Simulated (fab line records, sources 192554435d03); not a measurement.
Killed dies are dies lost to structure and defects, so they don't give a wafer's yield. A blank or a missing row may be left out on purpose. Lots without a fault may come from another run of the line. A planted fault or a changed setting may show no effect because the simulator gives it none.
fab line records | flow n5_finfet | part 1 of 2: steps 1 to 15 of 16
record lots=7 wafers=19 last_day=17
route steps=1938 shown BEOL_M2@872 BEOL_M4@1111 PASSIVATION@1936
lots that met no fault: from a run of the same line without faults
start_h: hours from the record's first day to the start of the lot's first wafer shown | wait_h: hours since the lot's step before | " the same as in the row above | L1.1+2: a row that stands for several wafers | - no value, or no start given | * or withheld: withheld | < > ~ a bound
route shown NAME@n: a module of which the file shows steps, and the number in the route of the first | usual: mean/standard deviation of fault-free wafers | same: alike in all rows | chamber/n: place in a boat | sites: the reading at each site | _std_site: their standard deviation | _edge_site: outer sites' mean less inner sites' | radius_mm: how far each site lies from the wafer's centre | mask NAME#n: copy n | behind: the tool/chamber that last shaped the wafer | hold: why the lot was held/for how many hours/how that ended | device: the transistor (n, p or np) that didn't switch | end of line: the same wafers' tests at the end of the route | a step without rows: its recipe alone | killed: dies lost to structure and defects at the first sort, not the wafer's yield | map: a wafer's dies, x killed, . not, _ none there
set.NAME: the setting as run; set.NAME@STEP: as run at that earlier step | model.NAME: the simulator's own value behind a step, which no gauge read
lots at some steps of the route; a table a step, a row a wafer
services: from which hour (start_h, from the record's first day; less than 0 if before it) a tool's chamber was out of use, for how many hours, and why
## steps
# step N5_BEOL_M2_SOFTBAKE_23
# recipe temp_c=110 time_s=60 resist=CAR-EUV
# step N5_BEOL_M2_EXPOSE_25
# recipe mask_id=V1 na=0.33 source_shape=quasar sigma_inner=0.2 sigma_outer=0.8 polarization=unpolarized defocus_nm=5 dose_mj=63
# step N5_BEOL_M2_PEB_26
# recipe peb_temp_c=100 peb_time_s=60 resist=CAR-EUV
# step N5_BEOL_M2_DEVELOP_27
# recipe develop_time_s=30 developer=TMAH resist=CAR-EUV rinse_liquid=surfactant_rinse dry=air_spin dev_temp_c=23
# step N5_BEOL_M2_CD_MEAS_28
# recipe target_cd_nm=26.2 landing_energy_ev=500 detector=se_inlens target_cd_y_nm=24.1 polarity=opening
# usual cd_nm=26.18/0.27
# columns lot.wafer tool chamber start_h wait_h cd_nm
L518.2 cd_sem-03 0 138.09 - 26.00
L518.3 " 0 " " 26.00
L518.6 " 0 " " 26.34
L519.1 cd_sem-03 0 141.12 - 25.95
L519.2 " 0 " " 26.31
L519.5 " 0 " " 26.19
L523.2 cd_sem-03 0 181.95 - 26.66
L523.4 " 0 " " 26.50
L525.2 cd_sem-03 0 190.93 - 25.51
L525.6 " 0 " " 25.92
L527.1 cd_sem-03 0 192.37 - 26.52
L527.2 " 0 " " 26.40
L527.6 " 0 " " 26.28
L535.1 cd_sem-01 0 237.05 - 25.91
L535.2 " 0 " " 25.67
L535.6 " 0 " " 26.32
L539.4 cd_sem-03 0 270.36 - 26.44
L539.5 " 0 " " 26.55
L539.6 " 0 " " 26.55
# step N5_BEOL_M2_OVL_MEAS_29
# recipe points_per_wafer=522
# usual V1_OVL=0.6/0.62
# columns lot.wafer tool chamber start_h wait_h V1_OVL[nm]
L518.2 overlay-01 0 138.12 0.0 0.2
L518.3 " 0 " " 0.9
L518.6 " 0 " " -0.1
L519.1 overlay-02 0 141.16 0.0 0.7
L519.2 " 0 " " 0.1
L519.5 " 0 " " -0.5
L523.2 overlay-02 0 181.99 0.0 1.1
L523.4 " 0 " " 0.3
L525.2 overlay-01 0 190.97 0.0 0.7
L525.6 " 0 " " 0.5
L527.1 overlay-02 0 192.40 0.0 1.3
L527.2 " 0 " " 0.9
L527.6 " 0 " " 1.3
L535.1 overlay-02 0 237.08 0.0 0.1
L535.2 " 0 " " 0.3
L535.6 " 0 " " 0.3
L539.4 overlay-01 0 270.41 0.1 0.9
L539.5 " 0 " " 0.7
L539.6 " 0 " " 0.5
# step N5_BEOL_M2_INSPECT_30
# recipe mode=adi inspect_instrument=brightfield
# usual raw_defect_count=407/91
# columns lot.wafer tool chamber start_h wait_h raw_defect_count
L518.2 defect_inspect-01 - 138.17 0.0 313
L518.3 " - " " 323
L518.6 " - " " 361
L519.1 defect_inspect-01 - 141.21 0.1 580
L519.2 " - " " 467
L519.5 " - " " 521
L523.2 defect_inspect-02 - 182.04 0.0 263
L523.4 " - " " 330
L525.2 defect_inspect-01 - 191.02 0.0 373
L525.6 " - " " 333
L527.1 defect_inspect-02 - 192.45 0.1 423
L527.2 " - " " 555
L527.6 " - " " 549
L535.1 defect_inspect-02 - 237.14 0.1 308
L535.2 " - " " 348
L535.6 " - " " 487
L539.4 defect_inspect-02 - 270.45 0.0 336
L539.5 " - " " 417
L539.6 " - " " 401
# step N5_BEOL_M2_DESCUM_33
# recipe chemistry=O2 time_s=7 source_power_w=50 bias_power_w=20 pressure_mtorr=20 rf_frequency_hz=2.712e+07 temp_c=40 resist=CAR-EUV o2_flow_sccm=225
# usual drypump_motor_current_A=5.7/0.32 oes_product_au=0.79/0.08 rf_vpp_V=243.4/1.2 showerhead_plenum_p_Torr=2.10/0.057 throttle_valve_pct=20.36/0.29
# columns lot.wafer tool chamber start_h wait_h drypump_motor_current_A oes_product_au rf_hours_counter_h rf_vpp_V showerhead_plenum_p_Torr throttle_valve_pct
L518.2 rie_diel-04 0 138.21 0.0 6.2 0.89 29 243.2 2.14 20.18
L518.3 " 1 " " 5.4 0.70 200 242.1 2.09 20.35
L518.6 " 3 " " 6.1 0.81 - 242.0 2.04 20.23
L519.1 rie_diel-04 0 141.25 0.0 6.2 0.89 30 244.3 2.14 20.20
L519.2 " 3 " " 6.2 0.81 67 240.8 2.04 20.25
L519.5 " 0 " " 6.2 0.90 - 244.6 2.14 20.19
L523.2 rie_diel-06 0 182.13 0.1 5.6 0.84 48 241.8 2.02 19.80
L523.4 " 3 " " 6.1 0.82 99 243.4 2.11 20.24
L525.2 rie_diel-01 3 191.22 0.2 5.5 0.84 69 243.7 2.13 20.63
L525.6 " 3 " " 5.5 0.84 - 244.3 2.13 20.62
L527.1 rie_diel-01 2 192.49 0.0 5.8 0.68 248 241.8 1.96 20.81
L527.2 " 0 " " 5.1 0.86 38 243.9 2.15 20.37
L527.6 " 1 " " 5.6 0.74 - 242.7 2.17 20.90
L535.1 rie_diel-04 1 237.18 0.0 5.4 0.68 230 243.0 2.08 20.39
L535.2 " 0 " " 6.2 0.86 64 244.1 2.13 20.23
L535.6 " 1 " " 5.4 0.67 - 242.9 2.08 20.39
L539.4 rie_diel-01 0 270.48 0.0 5.1 0.81 68 244.3 2.14 20.42
L539.5 " 1 " " 5.5 0.71 - 242.7 2.16 20.94
L539.6 " 0 " " 5.1 0.82 - 244.1 2.14 20.41
# step N5_BEOL_M2_ETCH_77
# recipe chemistry=N2/H2 target=underlayer target_depth_a=65 mask_material=CAR-EUV time_s=5.2 ion_energy_ev=200 pressure_mtorr=30 source_w=840 bias_w=150 n2_flow_sccm=200 h2_flow_sccm=200 ends=cleared
# usual drypump_motor_current_A=5.7/0.32 etch_rf_on_time_s=5.15/0.2 oes_product_au=0.67/0.07 rf_vpp_V=524.4/2.2 showerhead_plenum_p_Torr=2.56/0.074 throttle_valve_pct=17.84/0.25
# columns lot.wafer tool chamber start_h wait_h drypump_motor_current_A etch_rf_on_time_s oes_product_au rf_hours_counter_h rf_vpp_V showerhead_plenum_p_Torr throttle_valve_pct
L518.2 rie_diel-04 0 138.24 0.0 6.2 5.00 0.77 29 524.5 2.61 17.66
L518.3 " 1 " " 5.4 5.34 0.59 200 522.4 2.51 17.59
L518.6 " 3 " " 6.1 5.19 0.70 - 521.1 2.45 17.53
L519.1 rie_diel-04 0 141.28 0.0 6.2 5.05 0.77 30 524.6 2.60 17.67
L519.2 " 3 " " 6.2 5.20 0.69 67 522.3 2.45 17.52
L519.5 " 0 " " 6.2 5.05 0.76 - 524.7 2.60 17.66
L523.2 rie_diel-06 0 182.16 0.0 5.5 5.38 0.71 48 522.5 2.51 17.71
L523.4 " 3 " " 6.1 5.29 0.71 99 526.7 2.56 17.63
L525.2 rie_diel-01 3 191.25 0.0 5.5 5.29 0.70 69 524.4 2.57 17.96
L525.6 " 3 " " 5.5 5.27 0.71 - 525.2 2.57 17.95
L527.1 rie_diel-01 2 192.52 0.0 5.9 5.42 0.57 248 520.7 2.40 18.36
L527.2 " 0 " " 5.1 4.98 0.76 38 525.0 2.63 17.94
L527.6 " 1 " " 5.6 5.30 0.62 - 526.2 2.64 18.39
L535.1 rie_diel-04 1 237.21 0.0 5.4 5.33 0.58 230 522.3 2.50 17.63
L535.2 " 0 " " 6.2 4.93 0.73 64 525.5 2.59 17.69
L535.6 " 1 " " 5.4 5.32 0.58 - 522.2 2.50 17.63
L539.4 rie_diel-01 0 270.52 0.0 5.1 5.05 0.72 68 524.7 2.62 17.99
L539.5 " 1 " " 5.6 5.35 0.59 - 526.1 2.63 18.43
L539.6 " 0 " " 5.1 5.02 0.72 - 526.0 2.62 18.00
# step N5_BEOL_M2_ETCH_69
# recipe chemistry=CF4 target=SiARC target_depth_a=156 mask_material=CAR-EUV time_s=26 ion_energy_ev=80 pressure_mtorr=40 source_w=545 bias_w=36 Ar_flow_sccm=100 cf4_flow_sccm=100 ends=cleared
# usual drypump_motor_current_A=5.7/0.32 etch_rf_on_time_s=25.8/0.97 oes_product_au=0.67/0.068 rf_vpp_V=184.2/1.1 showerhead_plenum_p_Torr=2.16/0.056 throttle_valve_pct=15.59/0.27
# columns lot.wafer tool chamber start_h wait_h drypump_motor_current_A etch_rf_on_time_s oes_product_au rf_hours_counter_h rf_vpp_V showerhead_plenum_p_Torr throttle_valve_pct
L518.2 rie_diel-04 0 138.26 0.0 6.2 26.0 0.76 29 183.4 2.18 15.22
L518.3 " 1 " " 5.4 27.0 0.60 200 185.0 2.13 15.59
L518.6 " 3 " " 6.2 26.6 0.69 - 183.3 2.08 15.35
L519.1 rie_diel-04 0 141.30 0.0 6.2 25.6 0.75 30 184.4 2.18 15.24
L519.2 " 3 " " 6.1 26.4 0.69 67 182.8 2.08 15.35
L519.5 " 0 " " 6.2 25.5 0.76 - 183.4 2.18 15.22
L523.2 rie_diel-06 0 182.18 0.0 5.6 27.0 0.70 48 183.6 2.09 15.18
L523.4 " 3 " " 6.0 26.1 0.69 99 184.5 2.16 15.43
L525.2 rie_diel-01 3 191.27 0.0 5.5 26.6 0.71 69 184.0 2.15 15.63
L525.6 " 3 " " 5.5 26.5 0.71 - 183.3 2.15 15.63
L527.1 rie_diel-01 2 192.54 0.0 5.8 27.0 0.57 248 181.2 2.04 16.19
L527.2 " 0 " " 5.1 24.6 0.76 38 184.4 2.18 15.49
L527.6 " 1 " " 5.5 26.3 0.62 - 186.1 2.21 15.96
L535.1 rie_diel-04 1 237.23 0.0 5.4 26.5 0.58 230 183.7 2.12 15.65
L535.2 " 0 " " 6.2 24.8 0.73 64 183.6 2.17 15.30
L535.6 " 1 " " 5.4 26.8 0.58 - 183.2 2.12 15.65
L539.4 rie_diel-01 0 270.53 0.0 5.1 24.6 0.72 68 183.8 2.17 15.54
L539.5 " 1 " " 5.5 26.3 0.60 - 185.1 2.20 16.03
L539.6 " 0 " " 5.1 24.9 0.72 - 184.5 2.17 15.53
# step N5_BEOL_M2_ALD_98
# recipe material=SiO2 target_thk_a=25 temp_c=100 ald_precursor_family=BDEAS ald_co_reactant=O2-plasma pulse_time_s=1 co_reactant_pulse_time_s=1 purge_time_s=2 co_reactant_purge_time_s=2 ald_cycles=17 pressure_torr=2
# usual heater_power_w=79/6.8 precursor_pulse_height_rel=1.002/0.02 susceptor_temp_C=100.00/0.14
# same co_reactant_purge_time_s=2
# columns lot.wafer tool chamber start_h wait_h heater_power_w precursor_pulse_height_rel susceptor_temp_C
L518.2 ald_sin-02 3 138.34 0.1 71 0.992 100.17
L518.3 " 0 " " 84 1.007 99.76
L518.6 " 2 " " 83 1.029 100.07
L519.1 ald_sin-02 2 141.38 0.1 81 0.980 99.86
L519.2 " 3 " " 72 0.989 100.09
L519.5 " 0 " " 80 1.005 99.96
L523.2 ald_sin-02 3 182.54 0.3 72 0.984 100.10
L523.4 " 1 " " 75 0.995 100.06
L525.2 ald_sin-01 0 191.35 0.1 66 1.023 99.89
L525.6 " 1 " " 78 1.029 99.80
L527.1 ald_sin-02 1 192.62 0.1 76 1.024 100.03
L527.2 " 3 " " 70 1.025 99.77
L527.6 " 0 " " 82 1.014 100.05
L535.1 ald_sin-02 0 237.31 0.1 84 0.973 99.97
L535.2 " 1 " " 76 1.026 99.82
L535.6 " 3 " " 73 1.013 99.85
L539.4 ald_sin-04 3 270.62 0.1 75 0.993 100.03
L539.5 " 1 " " 89 0.967 100.06
L539.6 " 0 " " 76 1.003 100.23
# step N5_BEOL_M2_ETCHBACK_99
# recipe chemistry=CHF3 target=SiO2 target_depth_a=50 time_s=10.4 source_w=215 bias_w=47 Ar_flow_sccm=200 CHF3_flow_sccm=12 ion_energy_ev=100 pressure_mtorr=30
# usual drypump_motor_current_A=5.7/0.34 oes_product_au=0.78/0.078 rf_vpp_V=243/7.2 showerhead_plenum_p_Torr=2.17/0.058 throttle_valve_pct=17.03/0.25
# columns lot.wafer tool chamber start_h wait_h drypump_motor_current_A oes_product_au rf_hours_counter_h rf_vpp_V showerhead_plenum_p_Torr throttle_valve_pct
L518.2 rie_diel-04 2 139.42 1.0 5.5 0.73 182 230 2.23 16.87
L518.3 " 1 " " 5.4 0.70 200 249 2.14 17.00
L518.6 " 1 " " 5.4 0.71 - 249 2.14 17.00
L519.1 rie_diel-04 0 142.40 1.0 6.2 0.90 31 251 2.19 16.68
L519.2 " 1 " " 5.4 0.70 202 248 2.14 17.02
L519.5 " 2 " " 5.5 0.73 - 231 2.23 16.87
L523.2 rie_diel-04 2 186.72 4.1 5.5 0.72 198 231 2.22 16.90
L523.4 " 1 " " 5.4 0.69 217 249 2.14 17.04
L525.2 rie_diel-04 1 194.01 2.6 5.4 0.69 220 249 2.13 17.05
L525.6 " 3 " " 6.2 0.78 - 244 2.11 17.01
L527.1 rie_diel-04 1 194.38 1.7 5.4 0.68 220 247 2.14 17.05
L527.2 " 3 " " 6.2 0.77 85 242 2.11 17.04
L527.6 " 0 " " 6.2 0.86 - 250 2.18 16.72
L535.1 rie_diel-01 1 240.62 3.3 5.6 0.72 218 247 2.19 17.35
L535.2 " 3 " " 5.6 0.80 89 248 2.15 17.07
L535.6 " 0 " " 5.1 0.85 - 235 2.17 16.86
L539.4 rie_diel-01 3 274.49 3.8 5.5 0.79 101 246 2.14 17.11
L539.5 " 0 " " 5.1 0.83 - 233 2.17 16.89
L539.6 " 3 " " 5.5 0.79 - 247 2.14 17.10
# step N5_BEOL_M2_ETCH_70
# recipe chemistry=N2/H2 target=SOC target_depth_a=800 overetch_a=240 mask_material=SiARC temp_c=40 time_s=130 ion_energy_ev=200 pressure_mtorr=30 source_w=840 bias_w=150 n2_flow_sccm=200 h2_flow_sccm=200
# usual drypump_motor_current_A=5.7/0.34 oes_product_au=0.58/0.054 rf_vpp_V=524.4/2.2 showerhead_plenum_p_Torr=2.56/0.082 throttle_valve_pct=17.79/0.26
# columns lot.wafer tool chamber start_h wait_h drypump_motor_current_A oes_product_au rf_hours_counter_h rf_vpp_V showerhead_plenum_p_Torr throttle_valve_pct model.SiARC_of_BEOL_M2_COAT_68.thk_nm
L518.2 rie_diel-04 2 139.46 0.0 5.5 0.53 182 526.6 2.64 17.60 5.8
L518.3 " 1 " " 5.4 0.52 201 523.7 2.51 17.56 5.8
L518.6 " 1 " " 5.4 0.53 - 523.4 2.51 17.56 5.8
L519.1 rie_diel-04 0 142.44 0.0 6.2 0.65 31 524.4 2.60 17.60 5.4
L519.2 " 1 " " 5.4 0.53 202 523.3 2.51 17.57 6
L519.5 " 2 " " 5.5 0.53 - 526.4 2.64 17.62 5.6
L523.2 rie_diel-04 2 186.76 0.0 5.5 0.52 198 525.6 2.64 17.64 3
L523.4 " 1 " " 5.4 0.52 217 522.7 2.50 17.61 3.2
L525.2 rie_diel-04 1 194.04 0.0 5.4 0.52 220 523.0 2.50 17.59 3.4
L525.6 " 3 " " 6.1 0.59 - 521.8 2.45 17.52 6
L527.1 rie_diel-04 1 194.42 0.0 5.4 0.51 220 522.1 2.50 17.59 6
L527.2 " 3 " " 6.1 0.58 85 522.1 2.44 17.54 3.2
L527.6 " 0 " " 6.2 0.63 - 525.7 2.60 17.63 5.4
L535.1 rie_diel-01 1 240.66 0.0 5.6 0.53 218 526.5 2.64 18.38 5.8
L535.2 " 3 " " 5.5 0.60 89 524.3 2.57 17.95 6
L535.6 " 0 " " 5.1 0.61 - 524.9 2.62 17.90 5.8
L539.4 rie_diel-01 3 274.52 0.0 5.6 0.59 101 522.9 2.56 17.98 6
L539.5 " 0 " " 5.1 0.60 - 526.2 2.62 17.94 5.8
L539.6 " 3 " " 5.5 0.59 - 522.7 2.56 17.97 6
# step N5_BEOL_M2_STRIP_71
# recipe chemistry=N2/H2 temp_c=40 n2_flow_sccm=200 h2_flow_sccm=200 rf_frequency_hz=6e+07
# step N5_BEOL_M4_RC_MEAS_101
# usual DIBL_N=36.0/2.2 DIBL_P=35.9/2.6 IOFF_N=0.16/0.038 IOFF_P=0.21/0.042 ION_N=675/15 ION_P=463/10 SS_N=71.5/0.62 SS_P=73.2/0.76 VT_N=250/4.1 VT_P=-251/3.6
# columns lot.wafer tool chamber start_h wait_h DIBL_N[mV/V] DIBL_P[mV/V] IOFF_N[nA/um] IOFF_P[nA/um] ION_N[uA/um] ION_P[uA/um] SS_N[mV/dec] SS_P[mV/dec] VT_N[mV] VT_P[mV]
L519.1 prober-02 0 168.61 0.0 37.0 39.1 0.19 0.24 697 471 71.8 73.7 245 -251
L519.2 " 0 " " 35.8 36.3 0.15 0.18 670 452 70.9 73.2 254 -252
L519.5 " 0 " " 35.5 36.4 0.15 0.19 664 453 72.0 73.5 251 -254
L518.2 prober-01 0 168.90 0.2 33.5 33.4 0.11 0.16 672 464 71.0 72.3 257 -252
L518.3 " 0 " " 35.0 36.4 0.13 0.21 669 466 70.8 73.8 253 -248
L518.6 " 0 " " 35.0 36.1 0.13 0.19 675 463 71.6 73.9 254 -252
L523.2 prober-01 0 210.90 0.2 36.1 34.8 0.13 0.18 684 470 71.2 72.5 253 -253
L523.4 " 0 " " 43.9 43.5 0.29 0.34 693 471 72.5 75.3 245 -245
L525.2 prober-01 0 219.93 0.2 36.3 36.8 0.15 0.20 664 454 71.2 73.4 252 -253
L525.6 " 0 " " 38.3 38.6 0.19 0.23 676 466 71.9 74.3 251 -250
L527.1 prober-01 0 227.47 0.0 36.2 36.4 0.15 0.18 683 456 71.6 72.8 250 -254
L527.2 " 0 " " 38.2 38.9 0.19 0.21 684 456 72.0 73.9 249 -251
L527.6 " 0 " " 34.1 33.8 0.13 0.15 679 457 70.7 72.2 251 -256
L535.1 prober-02 0 263.94 0.0 40.0 38.5 0.21 0.25 702 479 71.8 74.4 244 -247
L535.2 " 0 " " 38.6 37.2 0.17 0.24 674 459 71.6 74.8 248 -250
L535.6 " 0 " " 43.0 40.1 0.27 0.29 700 469 73.5 74.7 243 -245
L539.4 prober-01 0 306.72 0.5 37.9 38.4 0.21 0.23 669 453 72.2 73.3 249 -252
L539.5 " 0 " " 36.3 37.6 0.18 0.21 688 463 72.1 73.5 246 -251
L539.6 " 0 " " 37.7 40.2 0.20 0.26 677 461 72.3 74.5 246 -250
## key
first_sign none at tools or gauges
model_effect step=N5_BEOL_M2_ETCH_70 value=SiARC_of_BEOL_M2_COAT_68.thk_nm without=5.9 struck=3.2
met_at N5_BEOL_M2_ETCH_70
struck_wafers L523.2,L523.4,L525.2,L527.2
onset_between 142.44 186.76
fault kind=process_parameter_drift tool=rie_diel-04 chamber=- onset_h=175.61 steps=N5_BEOL_M2_ETCH_70 channel=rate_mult offset=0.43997 shape=step end_h=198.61 scope=struck_wafers_only
